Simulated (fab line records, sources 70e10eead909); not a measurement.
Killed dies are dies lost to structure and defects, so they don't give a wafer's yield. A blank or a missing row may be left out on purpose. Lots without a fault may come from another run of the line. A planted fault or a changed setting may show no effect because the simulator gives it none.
fab line records | flow nand_harc | part 1 of 2: steps 1 to 26 of 27
record lots=6 wafers=18 last_day=33
route steps=1302 shown P_GATE@127 END@1302
lots that met no fault: from a run of the same line without faults
start_h: hours from the record's first day to the start of the lot's first wafer shown | wait_h: hours since the lot's step before | " the same as in the row above | L1.1+2: a row that stands for several wafers | - no value, or no start given | * or withheld: withheld | < > ~ a bound
route shown NAME@n: a module of which the file shows steps, and the number in the route of the first | usual: mean/standard deviation of fault-free wafers | same: alike in all rows | chamber/n: place in a boat | sites: the reading at each site | _std_site: their standard deviation | _edge_site: outer sites' mean less inner sites' | radius_mm: how far each site lies from the wafer's centre | mask NAME#n: copy n | behind: the tool/chamber that last shaped the wafer | hold: why the lot was held/for how many hours/how that ended | device: the transistor (n, p or np) that didn't switch | end of line: the same wafers' tests at the end of the route | a step without rows: its recipe alone | killed: dies lost to structure and defects at the first sort, not the wafer's yield | map: a wafer's dies, x killed, . not, _ none there
set.NAME: the setting as run; set.NAME@STEP: as run at that earlier step | model.NAME: the simulator's own value behind a step, which no gauge read
lots at some steps of the route; a table a step, a row a wafer
services: from which hour (start_h, from the record's first day; less than 0 if before it) a tool's chamber was out of use, for how many hours, and why
## steps
# step NHARC_P_GATE_PRECLEAN_71
# recipe time_s=* temp_c=50 bath_age_min=0 chemistry=SC1
# step NHARC_P_GATE_SRD_72
# step NHARC_P_GATE_OXIDE_16
# recipe target_thk_a=30 temp_c=875 ox_time_s=392 material=SiO2
# step NHARC_P_GATE_CVD_17
# recipe target_thk_a=1500 temp_c=620 time_s=900 material=poly-Si
# step NHARC_P_GATE_HM_DEP_102
# recipe target_thk_a=1200 temp_c=400 material=aC
# usual throttle_valve_pct=35.000/0.0097
# columns lot.wafer tool chamber start_h wait_h throttle_valve_pct
L849.1 acl_dep-01 0 131.05 8.3 35.002
L849.2 " 0 " " 35.008
L849.3 " 0 " " 35.000
L850.2 acl_dep-01 0 136.00 2.8 35.009
L850.4 " 0 " " 34.999
L850.5 " 0 " " 34.989
L851.1 acl_dep-03 0 148.40 0.4 34.999
L851.2 " 0 " " 34.999
L851.6 " 0 " " 35.006
L863.1 acl_dep-01 0 267.98 6.6 34.994
L863.3 " 0 " " 35.023
L863.4 " 0 " " 35.006
L866.1 acl_dep-02 0 291.94 0.4 34.998
L866.2 " 0 " " 35.000
L866.5 " 0 " " 35.011
L869.1 acl_dep-01 0 322.53 1.6 34.996
L869.2 " 0 " " 35.013
L869.6 " 0 " " 34.997
# step NHARC_P_GATE_DEP_103
# recipe target_thk_a=300 target_thk_nm=30 temp_c=400 flow_sccm=200 rf_w=350 material=SiON
# step NHARC_P_GATE_DEHYDRATE_18
# recipe temp_c=150 time_s=120
# step NHARC_P_GATE_HMDS_19
# recipe time_s=30
# step NHARC_P_GATE_COAT_20
# recipe spin_rpm=1500 resist_thk_nm=90
# step NHARC_P_GATE_SOFTBAKE_21
# recipe temp_c=105 time_s=55
# step NHARC_P_GATE_EBR_22
# step NHARC_P_GATE_EXPOSE_23
# recipe na=1.35 target_cd_nm=120 dose_mj=93.91 mask_id=P_GATE
# step NHARC_P_GATE_PEB_24
# recipe peb_temp_c=100 peb_time_s=65
# usual chill_plate_temp_C=22.99/0.12 heater_power_total_W=156.7/0.41 plate_temp_C=100.02/0.13
# columns lot.wafer tool chamber start_h wait_h chill_plate_temp_C heater_power_total_W plate_temp_C
L849.1 litho_track-04 0 132.71 0.1 23.03 156.0 99.88
L849.2 " 0 " " 23.06 157.0 99.74
L849.3 " 0 " " 22.80 157.1 99.84
L850.2 litho_track-01 0 137.03 0.1 22.95 156.8 100.06
L850.4 " 0 " " 22.89 156.4 100.07
L850.5 " 0 " " 23.01 157.0 99.87
L851.1 litho_track-04 0 149.66 0.1 22.89 156.0 100.05
L851.2 " 0 " " 22.92 157.1 100.22
L851.6 " 0 " " 23.10 156.7 100.18
L863.1 litho_track-04 0 269.25 0.1 23.02 174.7 108.71
L863.3 " 0 " " 23.21 174.8 108.41
L863.4 " 0 " " 23.08 174.8 108.46
L866.1 litho_track-04 0 293.06 0.1 23.18 175.1 108.46
L866.2 " 0 " " 23.10 174.3 108.39
L866.5 " 0 " " 23.10 175.2 108.33
L869.1 litho_track-06 0 323.67 0.1 23.10 156.4 99.95
L869.2 " 0 " " 23.07 156.4 100.03
L869.6 " 0 " " 23.15 156.6 99.89
# step NHARC_P_GATE_DEVELOP_25
# recipe develop_time_s=35 dev_temp_c=23
# step NHARC_P_GATE_CD_MEAS_26
# recipe target_cd_nm=120 landing_energy_ev=500
# usual cd_nm=119.6/0.78
# columns lot.wafer tool chamber start_h wait_h cd_nm
L849.1 cd_sem-03 0 132.79 - 119.0
L849.2 " 0 " " 118.6
L849.3 " 0 " " 119.2
L850.2 cd_sem-02 0 137.11 - 120.8
L850.4 " 0 " " 119.3
L850.5 " 0 " " 119.5
L851.1 cd_sem-02 0 149.74 - 120.0
L851.2 " 0 " " 118.7
L851.6 " 0 " " 118.8
L863.1 cd_sem-02 0 269.34 - 94.3
L863.3 " 0 " " 95.6
L863.4 " 0 " " 94.0
L866.1 cd_sem-01 0 293.14 - 96.1
L866.2 " 0 " " 95.0
L866.5 " 0 " " 95.2
L869.1 cd_sem-02 0 323.75 - 120.0
L869.2 " 0 " " 120.2
L869.6 " 0 " " 119.6
# step NHARC_P_GATE_OVL_MEAS_27
# usual overlay_x_nm=-0.4/0.9 overlay_y_nm=-0.1/0.9
# columns lot.wafer tool chamber start_h wait_h overlay_x_nm overlay_y_nm
L849.1 overlay-01 - 132.87 - 1.1 -1.8
L849.2 " - " " 0.8 -1.3
L849.3 " - " " 0.5 -1.0
L850.2 overlay-01 - 137.20 - -0.4 -0.6
L850.4 " - " " -0.5 -0.1
L850.5 " - " " -0.4 -0.7
L851.1 overlay-01 - 149.83 - 0.5 -0.6
L851.2 " - " " 0.3 -0.3
L851.6 " - " " -0.2 -1.1
L863.1 overlay-01 - 269.43 - 0.3 1.4
L863.3 " - " " 0.0 1.1
L863.4 " - " " 0.5 1.2
L866.1 overlay-01 - 293.23 - -0.5 -1.3
L866.2 " - " " 0.0 -1.3
L866.5 " - " " -0.6 -1.4
L869.1 overlay-02 - 323.84 - -2.0 -0.4
L869.2 " - " " -2.2 0.0
L869.6 " - " " -2.6 0.3
# step NHARC_P_GATE_INSPECT_28
# usual raw_defect_count=6/3
# columns lot.wafer tool chamber start_h wait_h raw_defect_count
L849.1 defect_inspect-01 - 132.91 0.0 5
L849.2 " - " " 7
L849.3 " - " " 12
L850.2 defect_inspect-01 - 137.24 0.0 6
L850.4 " - " " 8
L850.5 " - " " 5
L851.1 defect_inspect-01 - 149.87 0.0 6
L851.2 " - " " 4
L851.6 " - " " 4
L863.1 defect_inspect-01 - 269.48 0.1 4
L863.3 " - " " 12
L863.4 " - " " 7
L866.1 defect_inspect-02 - 293.27 0.0 12
L866.2 " - " " 2
L866.5 " - " " 8
L869.1 defect_inspect-01 - 323.87 0.0 2
L869.2 " - " " 9
L869.6 " - " " 4
# step NHARC_P_GATE_DESCUM_31
# recipe time_s=3 o2_flow_sccm=200 ar_flow_sccm=0 bias_power_w=0 chemistry=O2
# usual drypump_motor_current_A=5.5/0.39 oes_product_au=1.001/0.012 rf_vpp_V=57.7/0.87 showerhead_plenum_p_Torr=1.90/0.073 throttle_valve_pct=11.311/0.0091
# columns lot.wafer tool chamber start_h wait_h drypump_motor_current_A oes_product_au rf_hours_counter_h rf_vpp_V showerhead_plenum_p_Torr throttle_valve_pct model.P_GATE.cd_nm
L849.3 rie_diel-08 3 132.97 0.1 6.1 1.003 5.9 58.0 1.95 11.316 118.7
L849.1 " 0 " " 5.9 0.997 4.7 59.5 1.81 11.321 120.8
L849.2 " 1 " " 4.9 0.985 5.3 57.6 1.83 11.325 119.1
L850.2 rie_diel-02 2 137.31 0.1 4.9 0.991 4.8 58.9 2.00 11.294 121.8
L850.4 " 3 " " 5.3 1.004 4.1 57.7 2.00 11.301 119.2
L850.5 " 1 " " 5.7 0.994 - 57.6 1.94 11.319 118.5
L851.2 rie_diel-12 1 149.95 0.1 5.2 0.976 2.3 57.3 1.83 11.303 118.9
L851.1 " 2 " " 5.1 1.030 2.6 57.4 1.92 11.299 119.3
L851.6 " 3 " " 6.0 1.011 - 57.0 1.98 11.305 118.6
L863.3 rie_diel-08 0 269.54 0.1 5.9 1.002 4.2 56.6 1.81 11.307 96.81
L863.4 " 2 " " 5.4 1.003 4.3 56.6 1.78 11.307 93.99
L863.1 " 3 " " 6.0 1.000 3.7 58.2 1.94 11.316 93.72
L866.2 rie_diel-12 1 293.34 0.1 5.2 1.001 0.9 59.2 1.82 11.305 94.64
L866.1 " 2 " " 5.2 1.016 1.1 57.2 1.92 11.323 96.52
L866.5 " 1 " " 5.2 0.991 - 57.5 1.82 11.300 95.47
L869.1 rie_diel-02 0 323.94 0.1 5.2 0.992 6.2 57.5 2.00 11.304 119.3
L869.2 " 3 " " 5.2 0.989 4.4 57.5 1.99 11.311 120.8
L869.6 " 1 " " 5.7 0.981 - 59.3 1.94 11.319 120.6
# step NHARC_P_GATE_ETCH_104
# recipe target_depth_a=600 time_s=withheld cf4_flow_sccm=100 chf3_flow_sccm=30 ar_flow_sccm=0 rf_w=500 bias_w=200 chemistry=CF4/CHF3
# usual drypump_motor_current_A=5.5/0.4 oes_product_au=0.956/0.024 rf_vpp_V=370.4/2.1 showerhead_plenum_p_Torr=1.57/0.058 throttle_valve_pct=16.803/0.0095
# columns lot.wafer tool chamber start_h wait_h drypump_motor_current_A oes_product_au rf_vpp_V showerhead_plenum_p_Torr throttle_valve_pct
L849.1 rie_diel-08 0 133.06 0.1 5.9 0.953 367.6 1.50 16.824
L849.2 " 1 " " 4.9 0.956 368.6 1.51 16.793
L849.3 " 3 " " 6.0 0.966 372.3 1.60 16.796
L850.4 rie_diel-02 2 137.39 0.1 4.9 0.967 373.2 1.64 16.799
L850.2 " 3 " " 5.2 0.987 371.9 1.64 16.794
L850.5 " 2 " " 4.9 0.961 372.7 1.64 16.782
L851.1 rie_diel-12 1 150.02 0.1 5.2 0.911 368.0 1.51 16.806
L851.2 " 3 " " 6.0 0.926 372.8 1.62 16.798
L851.6 " 1 " " 5.2 0.899 368.6 1.51 16.802
L863.4 rie_diel-08 1 269.63 0.1 4.9 0.943 368.7 1.51 16.781
L863.1 " 2 " " 5.4 0.973 366.6 1.47 16.788
L863.3 " 3 " " 6.1 0.971 371.3 1.60 16.813
L866.1 rie_diel-12 3 293.41 0.1 6.0 0.967 371.5 1.62 16.820
L866.2 " 2 " " 5.2 1.003 370.6 1.58 16.794
L866.5 " 0 " " 5.7 0.955 369.3 1.53 16.808
L869.1 rie_diel-02 0 324.02 0.1 5.3 0.934 372.1 1.64 16.815
L869.2 " 2 " " 4.8 0.918 372.1 1.64 16.805
L869.6 " 3 " " 5.3 0.913 372.1 1.64 16.802
# step NHARC_P_GATE_HM_OPEN_105
# recipe target_depth_a=3600 o2_flow_sccm=400 cos_flow_sccm=20 ar_flow_sccm=0 rf_w=500 bias_w=300 chemistry=O2/COS
# usual drypump_motor_current_A=5.5/0.4 oes_product_au=0.999/0.011 rf_vpp_V=466.8/2.5 showerhead_plenum_p_Torr=3.11/0.12 throttle_valve_pct=28.329/0.0096
# columns lot.wafer tool chamber start_h wait_h drypump_motor_current_A oes_product_au rf_hours_counter_h rf_vpp_V showerhead_plenum_p_Torr throttle_valve_pct
L849.2 rie_diel-08 0 - - 5.9 1.007 4.8 464.8 2.97 28.326
L849.1 " 1 " " 4.9 0.998 5.3 464.6 2.99 28.326
L849.3 " 3 " " 6.1 1.005 5.9 467.1 3.17 28.321
L850.4 rie_diel-02 3 - - 5.3 0.999 4.1 470.5 3.25 28.333
L850.2 " 1 " " 5.7 0.984 4.8 468.7 3.17 28.339
L850.5 " 3 " " 5.3 0.993 - 469.1 3.25 28.336
L851.1 rie_diel-12 1 - - 5.2 0.970 2.3 464.5 2.99 28.323
L851.2 " 2 " " 5.2 1.022 2.7 468.2 3.13 28.321
L851.6 " 3 " " 6.1 1.004 - 469.8 3.22 28.312
L863.1 rie_diel-08 0 - - 5.9 0.978 4.3 462.7 2.97 28.327
L863.3 " 1 " " 4.9 1.001 4.9 463.9 2.99 28.336
L863.4 " 3 " " 6.1 0.988 3.7 468.4 3.17 28.326
L866.2 rie_diel-12 0 - - 5.7 1.005 1.1 466.1 3.03 28.342
L866.1 " 2 " " 5.2 1.013 1.1 467.3 3.13 28.310
L866.5 " 0 " " 5.8 0.992 - 465.3 3.03 28.336
L869.1 rie_diel-02 1 - - 5.7 0.995 5.0 467.6 3.17 28.338
L869.2 " 2 " " 4.9 1.000 4.1 470.1 3.25 28.333
L869.6 " 1 " " 5.7 0.996 - 467.0 3.17 28.327
# step NHARC_P_GATE_STRIP_106
# recipe o2_flow_sccm=400 cos_flow_sccm=20 ar_flow_sccm=0 bias_w=0 chemistry=O2/COS
# step NHARC_P_GATE_ETCH_114
# recipe target_depth_a=300 overetch_a=30 time_s=16.5 ion_energy_ev=100 cf4_flow_sccm=80 o2_flow_sccm=20 ar_flow_sccm=0 rf_w=300 bias_w=100 chemistry=CF4/O2
# usual drypump_motor_current_A=5.5/0.39 oes_f_703_au=1.000/0.0047 oes_product_au=1.000/0.012 rf_vpp_V=197.6/1.2 showerhead_plenum_p_Torr=1.33/0.05 throttle_valve_pct=13.397/0.0095
# columns lot.wafer tool chamber start_h wait_h drypump_motor_current_A oes_f_703_au oes_product_au rf_hours_counter_h rf_vpp_V showerhead_plenum_p_Torr throttle_valve_pct
L849.2 rie_diel-08 1 - - 4.9 1.005 0.988 5.4 196.3 1.28 13.399
L849.1 " 2 " " 5.4 1.005 0.990 6.5 197.1 1.25 13.401
L849.3 " 3 " " 6.1 0.994 1.006 5.9 199.1 1.36 13.393
L850.4 rie_diel-02 1 - - 5.7 1.010 0.994 4.8 197.7 1.36 13.401
L850.2 " 2 " " 4.8 1.003 1.000 4.8 198.7 1.39 13.398
L850.5 " 3 " " 5.3 0.998 1.013 - 198.8 1.39 13.400
L851.2 rie_diel-12 1 - - 5.2 1.001 0.979 2.3 197.3 1.28 13.399
L851.1 " 2 " " 5.2 1.006 1.018 2.7 195.3 1.34 13.376
L851.6 " 2 " " 5.1 1.008 1.032 - 198.7 1.34 13.401
L863.4 rie_diel-08 3 - - 6.0 1.010 0.992 3.7 198.9 1.35 13.425
L863.3 " 0 " " 5.9 1.004 1.004 4.3 194.6 1.27 13.402
L863.1 " 1 " " 4.9 1.003 0.993 4.9 196.8 1.28 13.388
L866.1 rie_diel-12 3 - - 6.0 0.989 0.988 1.3 197.2 1.38 13.407
L866.2 " 1 " " 5.2 0.996 0.988 1.0 196.9 1.27 13.395
L866.5 " 2 " " 5.2 0.998 1.007 - 198.6 1.34 13.393
L869.2 rie_diel-02 2 - - 4.9 1.002 0.993 4.2 199.5 1.39 13.411
L869.1 " 0 " " 5.3 1.005 1.003 6.3 199.2 1.40 13.399
L869.6 " 1 " " 5.7 1.007 0.981 - 197.7 1.35 13.382
# step NHARC_P_GATE_ETCH_32
# recipe target_depth_a=1500 over_etch_frac=1 over_etch_ion_energy_ev=40 time_s=100.1 hbr_flow_sccm=150 cl2_flow_sccm=50 rf_w=400 icp_w=400 bias_w=100 chemistry=HBr/Cl2
# usual drypump_motor_current_A=5.64/0.26 hbr_flow_sccm=150.0/0.43 oes_product_au=1.000/0.012 throttle_valve_pct=26.405/0.0093
# columns lot.wafer tool chamber start_h wait_h drypump_motor_current_A hbr_flow_sccm oes_product_au rf_hours_counter_h throttle_valve_pct model.P_GATE.cd_nm
L849.2 rie_si-02 1 133.43 - 5.45 149.6 1.023 0.1 26.408 119
L849.1 " 2 " " 5.73 149.7 1.001 0.2 26.403 117.3
L849.3 " 3 " " 6.09 150.2 1.006 0.2 26.406 122.1
L850.4 rie_si-04 1 137.76 - 5.43 150.1 0.996 0.9 26.412 120.1
L850.2 " 3 " " 5.39 150.0 1.005 1.1 26.418 115.3
L850.5 " 1 " " 5.43 150.1 1.000 - 26.421 121.1
L851.2 rie_si-04 1 150.39 - 5.44 149.9 0.993 1.0 26.383 121.3
L851.1 " 3 " " 5.43 150.0 0.997 1.1 26.414 117.7
L851.6 " 2 " " 5.63 150.0 1.006 - 26.398 116.4
L863.4 rie_si-02 2 270.01 - 5.70 150.6 1.034 1.1 26.411 87.26
L863.3 " 0 " " 5.72 149.3 1.000 1.1 26.409 99.36
L863.1 " 1 " " 5.48 149.4 1.015 1.3 26.400 91.23
L866.1 rie_si-05 3 293.82 - 5.34 149.7 1.011 0.9 26.391 99.31
L866.2 " 0 " " 6.30 150.0 1.009 0.9 26.397 91.1
L866.5 " 1 " " 5.64 150.5 0.976 - 26.421 94.67
L869.1 rie_si-02 0 324.40 - 5.73 150.1 0.980 0.3 26.393 119.9
L869.2 " 2 " " 5.71 149.8 1.021 0.2 26.409 114.9
L869.6 " 0 " " 5.74 149.6 0.985 - 26.404 117.8
# step NHARC_P_GATE_STRIP_108
# recipe o2_flow_sccm=500 ar_flow_sccm=0 bias_w=0 chemistry=O2
# usual drypump_motor_current_A=5.5/0.39 oes_product_au=0.998/0.01 rf_vpp_V=57.8/0.87 showerhead_plenum_p_Torr=3.52/0.14 throttle_valve_pct=17.036/0.0086
# columns lot.wafer tool chamber start_h wait_h drypump_motor_current_A oes_product_au rf_hours_counter_h rf_vpp_V showerhead_plenum_p_Torr throttle_valve_pct
L849.1 rie_diel-08 1 133.59 - 4.9 0.981 5.4 57.5 3.38 17.033
L849.2 " 3 " " 6.1 0.989 5.9 57.8 3.58 17.032
L849.3 " 0 " " 5.9 0.990 4.8 57.5 3.36 17.038
L850.2 rie_diel-08 3 137.92 - 6.1 0.994 6.1 56.7 3.58 17.028
L850.4 " 1 " " 4.9 0.987 5.5 57.4 3.38 17.037
L850.5 " 0 " " 5.9 0.998 - 57.7 3.36 17.045
L851.1 rie_diel-12 2 150.56 - 5.2 1.019 2.7 57.9 3.54 17.039
L851.2 " 1 " " 5.3 0.982 2.3 57.2 3.38 17.043
L851.6 " 3 " " 6.1 1.011 - 57.5 3.64 17.039
L863.1 rie_diel-08 0 270.17 - 5.9 0.983 4.3 56.9 3.35 17.036
L863.3 " 1 " " 4.9 0.987 4.9 57.6 3.38 17.050
L863.4 " 2 " " 5.4 0.999 4.4 57.1 3.30 17.058
L866.1 rie_diel-08 2 293.96 - 5.4 1.007 6.1 58.5 3.30 17.020
L866.2 " 0 " " 5.9 0.992 6.0 56.5 3.35 17.034
L866.5 " 2 " " 5.4 0.998 - 57.2 3.30 17.032
L869.1 rie_diel-08 3 324.57 - 6.1 0.994 7.1 56.3 3.58 17.030
L869.2 " 1 " " 4.9 1.001 8.8 57.8 3.38 17.037
L869.6 " 3 " " 6.1 1.002 - 57.0 3.58 17.035
# step NHARC_P_GATE_CD_MEAS_33
# usual cd_nm=119/3.4
# columns lot.wafer tool chamber start_h wait_h cd_nm
L849.1 cd_sem-02 - 133.77 - 118
L849.2 " - " " 118
L849.3 " - " " 121
L850.2 cd_sem-03 - 138.10 - 114
L850.4 " - " " 121
L850.5 " - " " 119
L851.1 cd_sem-03 - 150.73 - 118
L851.2 " - " " 122
L851.6 " - " " 117
L863.1 cd_sem-03 - 270.34 - 90
L863.3 " - " " 100
L863.4 " - " " 88
L866.1 cd_sem-03 - 294.12 - 100
L866.2 " - " " 90
L866.5 " - " " 95
L869.1 cd_sem-01 - 324.73 - 119
L869.2 " - " " 117
L869.6 " - " " 117
# step NHARC_P_GATE_STRIP_35
# recipe time_s=600 temp_c=130 chemistry=SPM
## key
first_sign step=NHARC_P_GATE_PEB_24 reading=plate_temp_C direction=up sigmas=67 usual=* struck=*
effect step=NHARC_P_GATE_PEB_24 reading=heater_power_total_W direction=up sigmas=45 usual=* struck=*
effect step=NHARC_P_GATE_CD_MEAS_26 reading=cd_nm direction=down sigmas=32 usual=119.6 struck=95.0
effect step=NHARC_P_GATE_CD_MEAS_33 reading=cd_nm direction=down sigmas=7.3 usual=119 struck=94
effect step=NHARC_END_SORT_01 reading=killed_at_periphery direction=up sigmas=99+ usual=3.5 struck=403.7
model_effect step=NHARC_P_GATE_DESCUM_31 value=P_GATE.cd_nm without=119.6 struck=95.19
model_effect step=NHARC_P_GATE_ETCH_32 value=P_GATE.cd_nm without=118.2 struck=93.82
more_kills_born_at NHARC_P_GATE_PEB_24@litho_track-04=2399
met_at NHARC_P_GATE_PEB_24
struck_wafers L863.1,L863.3,L863.4,L866.1,L866.2,L866.5
later_rows_left_out L863.1,L863.4,L866.2,L866.5
tester_left_out L863,L866
onset_between 149.66 269.25
fault kind=process_parameter_drift tool=litho_track-04 chamber=- onset_h=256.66 steps=NHARC_P_GATE_PEB_24 channel=peb_temp_c offset=* shape=step end_h=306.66 acts_in=* stated=*
# tester_left_out: of these lots the tester's yield and bins aren't shown, on N5 and GAA mostly nor the transistor test; their killed dies are dies lost to structure and defects alone, not to doping, threshold or leakage, so they don't give the yield
# later_rows_left_out: the simulator's readings of these wafers behind a module that went badly wrong aren't trusted and aren't shown, but for the sort
